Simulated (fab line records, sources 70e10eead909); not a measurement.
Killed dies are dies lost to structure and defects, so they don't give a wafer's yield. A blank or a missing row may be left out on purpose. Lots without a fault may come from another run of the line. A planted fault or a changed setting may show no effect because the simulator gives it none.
Tool commonality check | flow nand_harc | 12 lots, 36 wafers sampled

WHY IT WAS OPENED
At NHARC_A_BLC_CD_MEAS_10 the reading cd_nm is flagged on 2 of 12 lots. Wafers without a fault read 99.9 nm, standard deviation 0.49.
Rule: a lot is flagged when every wafer of it that has a number lies more than 4 standard deviations from that mean, or none has a number. The other lots count as sound.

lot  | measured     | on        | cd_nm (nm), wafer by wafer | flag
L815 | day 22 13:41 | cd_sem-01 | 99.8 100.3 99.3            |
L819 | day 23 08:05 | cd_sem-02 | 100.6 99.9 100.4           |
L818 | day 23 11:50 | cd_sem-03 | 99.9 100.8 99.9            |
L820 | day 24 02:59 | cd_sem-03 | 100.2 100.0 99.9           |
L821 | day 24 16:22 | cd_sem-01 | 99.5 100.7 99.7            |
L824 | day 26 14:46 | cd_sem-02 | 101.2 100.5 100.8          |
L826 | day 27 03:20 | cd_sem-02 | 99.4 99.0 99.1             |
L827 | day 27 19:07 | cd_sem-02 | 100.0 99.6 99.5            |
L831 | day 30 04:04 | cd_sem-01 | 88.4 88.2 88.0             | FLAGGED
L835 | day 30 20:16 | cd_sem-01 | 87.5 88.0 87.6             | FLAGGED
L837 | day 31 09:21 | cd_sem-01 | 99.7 99.2 99.7             |
L838 | day 32 00:07 | cd_sem-01 | 99.7 100.0 100.1           |
The numbers of the flagged lots are 88.0 nm on average: -12.0 nm against the usual, or -24 standard deviations.

WHICH TOOL RAN EACH LOT
The record holds 3 process steps before the reading, out of a route of 1302 steps. In each cell: the tool, then ch and the chambers that the sampled wafers went through, then the start.
lot  | flag    | NHARC_A_CONTACT_STRIP_26                      | NHARC_A_CONTACT_CMP_20        | NHARC_A_BLC_PEB_08
L815 |         | rie_diel-12 ch 0,1,2, day 22 12:55 or earlier | cmp-02 ch 0,2,3, day 22 12:55 | litho_track-06 ch 0, day 22 13:37
L819 |         | rie_diel-12 ch 0,1, day 23 07:10 or earlier   | cmp-04 ch 0,2,3, day 23 07:10 | litho_track-01 ch 0, day 23 08:00
L818 |         | rie_diel-12 ch 0,1,2, day 23 10:59 or earlier | cmp-02 ch 0,1,2, day 23 10:59 | litho_track-01 ch 0, day 23 11:46
L820 |         | rie_diel-04 ch 1,2,3, day 24 02:05 or earlier | cmp-02 ch 2,3, day 24 02:05   | litho_track-06 ch 0, day 24 02:55
L821 |         | rie_diel-13 ch 0,1, day 24 15:24 or earlier   | cmp-04 ch 0,1,2, day 24 15:24 | litho_track-06 ch 0, day 24 16:17
L824 |         | rie_diel-04 ch 1,2,3, day 26 14:02 or earlier | cmp-03 ch 0,2,3, day 26 14:02 | litho_track-06 ch 0, day 26 14:41
L826 |         | rie_diel-04 ch 1,2,3, day 27 02:23 or earlier | cmp-03 ch 0,3, day 27 02:23   | litho_track-04 ch 0, day 27 03:15
L827 |         | rie_diel-13 ch 0,2, day 27 18:23 or earlier   | cmp-03 ch 0,1,3, day 27 18:23 | litho_track-06 ch 0, day 27 19:02
L831 | FLAGGED | rie_diel-12 ch 2,3, day 30 03:10 or earlier   | cmp-03 ch 0,3, day 30 03:10   | litho_track-06 ch 0, day 30 03:58
L835 | FLAGGED | rie_diel-12 ch 1,2, day 30 19:31 or earlier   | cmp-04 ch 0,3, day 30 19:31   | litho_track-06 ch 0, day 30 20:11
L837 |         | rie_diel-12 ch 0,3, day 31 08:28 or earlier   | cmp-04 ch 1,2, day 31 08:28   | litho_track-01 ch 0, day 31 09:17
L838 |         | rie_diel-12 ch 0,1,2, day 31 23:13 or earlier | cmp-03 ch 1,2, day 31 23:13   | litho_track-04 ch 0, day 32 00:02
What these steps do:
- NHARC_A_CONTACT_STRIP_26: strips in O2.
- NHARC_A_CONTACT_CMP_20: polishes, t overpolish 30 s, target thk 300 nm.
- NHARC_A_BLC_PEB_08: peb time 65 s.
- NHARC_A_BLC_CD_MEAS_10: target cd 100 nm.

FLAGGED OVER TOTAL, TOOL BY TOOL (the gauges that took the reading come last)
step                     | tool           | lots run | flagged | share of the flagged lots | sound lots run after its first flagged lot
NHARC_A_CONTACT_STRIP_26 | rie_diel-04    | 3        | 0       | none                      | -
NHARC_A_CONTACT_STRIP_26 | rie_diel-12    | 7        | 2       | all                       | 2 (L837,L838)
NHARC_A_CONTACT_STRIP_26 | rie_diel-13    | 2        | 0       | none                      | -
NHARC_A_CONTACT_CMP_20   | cmp-02         | 3        | 0       | none                      | -
NHARC_A_CONTACT_CMP_20   | cmp-03         | 5        | 1       | some                      | 1 (L838)
NHARC_A_CONTACT_CMP_20   | cmp-04         | 4        | 1       | some                      | 1 (L837)
NHARC_A_BLC_PEB_08       | litho_track-01 | 3        | 0       | none                      | -
NHARC_A_BLC_PEB_08       | litho_track-04 | 2        | 0       | none                      | -
NHARC_A_BLC_PEB_08       | litho_track-06 | 7        | 2       | all                       | 0
NHARC_A_BLC_CD_MEAS_10   | cd_sem-01      | 6        | 2       | all                       | 2 (L837,L838)
NHARC_A_BLC_CD_MEAS_10   | cd_sem-02      | 4        | 0       | none                      | -
NHARC_A_BLC_CD_MEAS_10   | cd_sem-03      | 2        | 0       | none                      | -
NHARC_A_CONTACT_STRIP_26 gives no start for some lots, so the hours and the order of its lots are those of NHARC_A_CONTACT_CMP_20.

WHAT THE TABLE ALLOWS
3 rows of the table ran every flagged lot: rie_diel-12 at NHARC_A_CONTACT_STRIP_26, litho_track-06 at NHARC_A_BLC_PEB_08, cd_sem-01 at NHARC_A_BLC_CD_MEAS_10.
- rie_diel-12 at NHARC_A_CONTACT_STRIP_26: 2 of its 7 lots flagged. Sound lots ran on it after the first flagged one (L837, L838), which a lasting fault on the whole tool wouldn't allow.
- litho_track-06 at NHARC_A_BLC_PEB_08: 2 of its 7 lots flagged. Its last sound lot is L827 (day 27 19:02), its first flagged lot L831 (day 30 03:58): a fault that began between those two fits. Its own readings lie more than 4 standard deviations out on every wafer of the flagged lots: heater_power_total_W.
- cd_sem-01 at NHARC_A_BLC_CD_MEAS_10: 2 of its 6 lots flagged. Sound lots ran on it after the first flagged one (L837, L838), which a lasting fault on the whole tool wouldn't allow.
One tool is left: litho_track-06 at NHARC_A_BLC_PEB_08.

WHAT THE SIMULATOR HAD PUT IN
Process parameter drift: litho_track-06, from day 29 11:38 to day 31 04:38, at NHARC_A_BLC_PEB_08. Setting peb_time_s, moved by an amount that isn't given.
Lots struck among those shown: L831, L835. The rule above found the same.
